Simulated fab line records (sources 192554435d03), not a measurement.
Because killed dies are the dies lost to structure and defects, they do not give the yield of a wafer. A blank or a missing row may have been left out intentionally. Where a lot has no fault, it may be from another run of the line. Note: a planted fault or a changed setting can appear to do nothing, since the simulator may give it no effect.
Chamber matching	flow n5_finfet	N5_BEOL_M10_CURE_71 on uv_cure-03 has 3 sister chambers
The step cures SiCOH lowk, time 240 s. 3 wafers are shown with their chamber, then 12 later ones without.

EACH WAFER AND ITS CHAMBER
wafer	chamber	wafer_temp_C_max
L085.5	2	388.0
L086.6	0	386.6
L087.5	1	386.9

WAFERS WITHOUT THEIR CHAMBER
wafer	wafer_temp_C_max
L088.1	387.2
L088.2	387.7
L088.4	387.5
L089.2	387.2
L089.4	387.6
L089.5	387.4
L091.2	385.9
L091.3	386.8
L091.5	386.4
L093.1	386.5
L093.2	387.0
L093.3	387.2

THE CHAMBER EACH PASSED THROUGH
wafer	from the rows above	in truth
L088.1	can't be placed: 1 or 0 or 2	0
L088.2	can't be placed: 2 or 1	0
L088.4	can't be placed: 2 or 1 or 0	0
L089.2	can't be placed: 1 or 0 or 2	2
L089.4	can't be placed: 2 or 1 or 0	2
L089.5	can't be placed: 1 or 2 or 0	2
L091.2	can't be placed: 0 or 1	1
L091.3	can't be placed: 1 or 0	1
L091.5	can't be placed: 0 or 1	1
L093.1	can't be placed: 0 or 1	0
L093.2	can't be placed: 1 or 0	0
L093.3	can't be placed: 1 or 0 or 2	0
0 of 12 placed correctly. From these rows, 12 cannot be placed; in 11 the true chamber is one of the candidates. 0 placed wrongly.
How it was worked out, from the rows above alone: a wafer's distance from a chamber is the root of the sum, over the readings, of the square of ((its reading less the chamber's mean) divided by the reading's scatter). The wafer belongs to the nearest chamber; if the next one is less than 2 further off, it can't be placed. A chamber's mean is the mean of its shown wafers. The scatter (one wafer shown for each chamber): square how far every hidden wafer sits from the nearest shown wafer, average those squares and take the square root.
